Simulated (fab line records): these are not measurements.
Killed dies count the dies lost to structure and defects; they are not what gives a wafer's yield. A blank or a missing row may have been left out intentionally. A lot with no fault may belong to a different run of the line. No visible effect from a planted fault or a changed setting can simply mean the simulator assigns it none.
Split-lot experiment	flow n5Finfet	on a route of 1938 steps: 7 lots, 21 wafers read

## THE SPLIT ITSELF
At N5_BEOL_M0_SAQP_SPACER2_ALD_26 (deposits SiO2, target thk 15 nm, pulse time 1 s, purge time 2 s), the setting targetThkA was moved away from the recipe's 150 angstrom on 9 of the 21 wafers read, by -10.3% to +12.3%. This setting was run at the recipe's value on the other wafers.

## FROM THE SPLIT TO THE READING: what the file shows between them, 2 steps
- N5_BEOL_M0_SAQP_SPACER2_ETCHBACK_27: etches SiO2 in CHF3/O2, target depth 22.5 nm, time 11.25 s
- N5_BEOL_M0_SAQP_MANDREL2_REMOVE_110: chemistry HBr/Cl2/O2, target a-Si, stops on SiCN, bt time 10 s

## THE READING
cdNm, in nm, at N5_BEOL_M0_SAQP_CD_MEAS_29 (target cd 14.4 nm). Typical for fault-free wafers on this fab line: 15.05 nm, with standard deviation 0.22 nm.

wafer	tool, chamber at the split	targetThkA as run, angstrom	against the recipe	cdNm, nm	against lot-mates on the recipe
L074.1	aldSin-02, 2,0	159.5	+6.3%	15.92	+0.97
L074.3	aldSin-02, 2,0	159.5	+6.3%	16.17	+1.22
L074.5	aldSin-02, 0	150	recipe	14.95	-
L075.3	aldSin-01, 3,1,2	150	recipe	14.88	-
L075.5	aldSin-01, 3,1,2	150	recipe	15.08	-
L075.6	aldSin-01, 3,1,2	150	recipe	14.70	-
L076.2	aldSin-02, 3,2	168.4	+12.3%	16.91	+2.06
L076.4	aldSin-02, 1	150	recipe	14.85	-
L076.6	aldSin-02, 3,2	168.4	+12.3%	16.85	+2.00
L077.1	aldSin-01, 3,0	150	recipe	15.36	-
L077.2	aldSin-01, 3,0	150	recipe	14.54	-
L077.5	aldSin-01, 0	134.6	-10.3%	13.44	-1.51
L084.3	aldSin-01, 1	162.1	+8.1%	16.63	+1.20
L084.4	aldSin-01, 0	150	recipe	15.43	-
L084.5	aldSin-01, 1	162.1	+8.1%	16.38	+0.95
L086.1	aldSin-01, 2,1,1	150	recipe	14.99	-
L086.3	aldSin-01, 2,1,1	150	recipe	14.90	-
L086.5	aldSin-01, 2,1,1	150	recipe	14.98	-
L096.4	aldSin-02, 0	165.2	+10.1%	16.76	+1.80
L096.5	aldSin-02, 1	165.2	+10.1%	16.99	+2.03
L096.6	aldSin-02, 2	150	recipe	14.96	-
The file does not say which wafer passed through which chamber wherever a row lists several chambers: such a row stands for several wafers.

FIT RESULTS
A straight line over all 21 wafers: cdNm changes by +0.167 nm for each +1% of targetThkA; r = +0.97; the points scatter about the line by 0.23 nm.
The same after taking each lot's own level away (the mean of its wafers on the recipe; 21 wafers): +0.163 nm for each +1%; r = +0.98; scatter 0.2 nm.
That fit puts the effect of the largest move of targetThkA on the reading at 2 nm.
Measured against the standard deviation above, the lots' own levels, which go from 14.850 to 15.430 nm, span 2.6 times it.
Consequently the slope shifts little with the lot-to-lot level, the two slopes agreeing.
Check: with one of the wafers moved furthest among these (+12.3%) left out of the fit, the line predicts +2.01 nm for it against its lot-mates. It came out at +2.06 nm against them.

## THE WHOLE CHAIN: every reading that the file lists as answering this split, in the file's order
step	what it does	reading	change (the file's fit)	r (the file's)
N5_BEOL_M0_SAQP_SPACER2_ALD_26	deposits SiO2, target thk 15 nm, pulse time 1 s, purge time 2 s	SiO2_of_BEOL_M0_SAQP_SPACER2_ALD_26.thkNm (the simulator's own value, which no gauge read)	+0.15 nm for each +1% of the setting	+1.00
N5_BEOL_M0_SAQP_MANDREL2_REMOVE_110	chemistry HBr/Cl2/O2, target a-Si, stops on SiCN, bt time 10 s	BEOL_M0_SAQP.cdNm (the simulator's own value, which no gauge read)	+0.154 nm for each +1% of the setting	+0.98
N5_BEOL_M0_SAQP_CD_MEAS_29	target cd 14.4 nm	cdNm	+0.163 nm for each +1% of the setting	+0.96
N5_BEOL_M0_CUTY_ETCH_63	etches SOC in N2/H2, target depth 82.7 nm, overetch 16.5 nm, time 124 s	SiO2_of_BEOL_M0_SAQP_SPACER2_ALD_26.thkNm (the simulator's own value, which no gauge read)	+0.157 nm for each +1% of the setting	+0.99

## FILE'S OWN FIT
cdNm changes by +0.163 nm for each +1% of targetThkA, r = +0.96.
